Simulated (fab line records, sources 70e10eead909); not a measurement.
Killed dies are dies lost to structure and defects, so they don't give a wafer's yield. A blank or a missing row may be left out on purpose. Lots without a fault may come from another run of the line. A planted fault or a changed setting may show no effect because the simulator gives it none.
One fault seen from 3 desks | flow nand_harc | each desk has only its own numbers; what lay behind them comes last

THE DEFECT DESK
What the inspections along the route counted, lot by lot: means of the sampled wafers that have a number. A lot is out of limits, marked OUT, if its mean lies more than 4 standard deviations from the usual mean; the brackets give that distance.
Columns: A = raw_defect_count at NHARC_A_CHANNEL_HOLE_D1_INSPECT_40, usual 65
lot  | first seen here | A
L175 | day 8 16:11     | 82
L177 | day 8 22:00     | 51
L179 | day 9 14:49     | 55
L178 | day 9 15:46     | 48
L181 | day 10 09:54    | 49
L184 | day 10 22:10    | 1181 (+70) OUT
L182 | day 10 23:49    | 52
L188 | day 11 15:52    | 500 (+27) OUT
L191 | day 12 14:25    | 63
L195 | day 13 05:13    | 79
L193 | day 13 14:40    | 78
L196 | day 13 18:47    | 89
L197 | day 14 01:07    | 61
This desk's finding: out of limits on L184, L188; first on L184, day 10 22:10 (raw_defect_count at NHARC_A_CHANNEL_HOLE_D1_INSPECT_40). In limits: L175, L177, L179, L178, L181, L182, L191, L195, L193, L196, L197.

THE METROLOGY DESK
What the gauges read, lot by lot, whatever tool the lot ran on: means of the sampled wafers that have a number. A lot is out of limits, marked OUT, if its mean lies more than 4 standard deviations from the usual mean; the brackets give that distance.
Columns: A = thk_nm at NHARC_A_SOURCE_PLATE_THK_MEAS_09, usual 9.7 nm; B = thk_nm at NHARC_A_ONON_D1_THK_MEAS_05, usual 999 nm
lot  | first seen here | A    | B
L175 | day 7 01:16     | 9.4  | 1009
L177 | day 7 06:38     | 8.5  | 1002
L178 | day 7 23:45     | 9.0  | 998
L179 | day 7 23:46     | 9.7  | 998
L181 | day 8 13:38     | 9.3  | 1003
L182 | day 9 05:31     | 10.8 | 994
L184 | day 9 05:32     | 7.2  | 1017
L188 | day 10 02:16    | 9.3  | 997
L191 | day 11 02:19    | 10.1 | 1008
L195 | day 11 15:54    | 9.3  | 985
L193 | day 12 02:48    | 8.3  | 977
L196 | day 12 02:48    | 9.7  | 1015
L197 | day 12 08:56    | 9.6  | 996
This desk's finding: nothing out of limits on any of the 13 lots.

THE TOOL OWNER'S DESK: rie_diel-05
The tool's own readings at NHARC_A_CHANNEL_HOLE_D1_STRIP_27 (strips in O2): means of the sampled wafers that have a number, for each lot that ran on this tool. A lot is out of limits, marked OUT, if its mean lies more than 4 standard deviations from the usual mean; the brackets give that distance.
Columns: A = drypump_motor_current_A at NHARC_A_CHANNEL_HOLE_D1_STRIP_27, usual 5.9 A; B = o2_flow_sccm at NHARC_A_CHANNEL_HOLE_D1_STRIP_27, usual 499.8 sccm; C = oes_product_au at NHARC_A_CHANNEL_HOLE_D1_STRIP_27, usual 0.998 a.u.; D = rf_vpp_V at NHARC_A_CHANNEL_HOLE_D1_STRIP_27, usual 57.9 V; E = showerhead_plenum_p_Torr at NHARC_A_CHANNEL_HOLE_D1_STRIP_27, usual 3.57 Torr; F = throttle_valve_pct at NHARC_A_CHANNEL_HOLE_D1_STRIP_27, usual 17.037 %
lot  | first seen here | A   | B     | C     | D    | E    | F
L175 | day 8 15:15     | 6.1 | 500.1 | 1.010 | 57.8 | 3.57 | 17.028
L177 | day 8 21:06     | 6.4 | 500.9 | 1.001 | 57.1 | 3.67 | 17.040
L179 | day 9 13:55     | 5.4 | 498.8 | 1.008 | 57.8 | 3.67 | 17.039
L181 | day 10 09:02    | 5.4 | 498.6 | 0.999 | 58.4 | 3.69 | 17.038
L184 | day 10 21:13    | 5.6 | 502.6 | 1.010 | 56.3 | 3.35 | 17.033
L188 | day 11 14:59    | 5.6 | 500.2 | 1.008 | 57.6 | 3.56 | 17.039
This desk's finding: nothing out of limits on any of the 6 lots.

PUT TOGETHER
The defect desk could have raised an alarm at day 10 22:10, on L184, L188.
The metrology desk saw nothing out of limits.
The tool owner's desk saw nothing out of limits.
The metrology desk has L184, L188 on record, within its limits.
The tool owner's desk has L184, L188 on record, within its limits.
Of the lots named, all ran NHARC_A_CHANNEL_HOLE_D1_STRIP_27 on rie_diel-05.

WHAT THE SIMULATOR HAD PUT IN
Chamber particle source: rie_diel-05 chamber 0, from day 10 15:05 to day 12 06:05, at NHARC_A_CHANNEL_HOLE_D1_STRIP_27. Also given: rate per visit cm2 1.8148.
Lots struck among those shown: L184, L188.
Hours from the fault's start to each desk's first reading out of limits: the defect desk, 7.
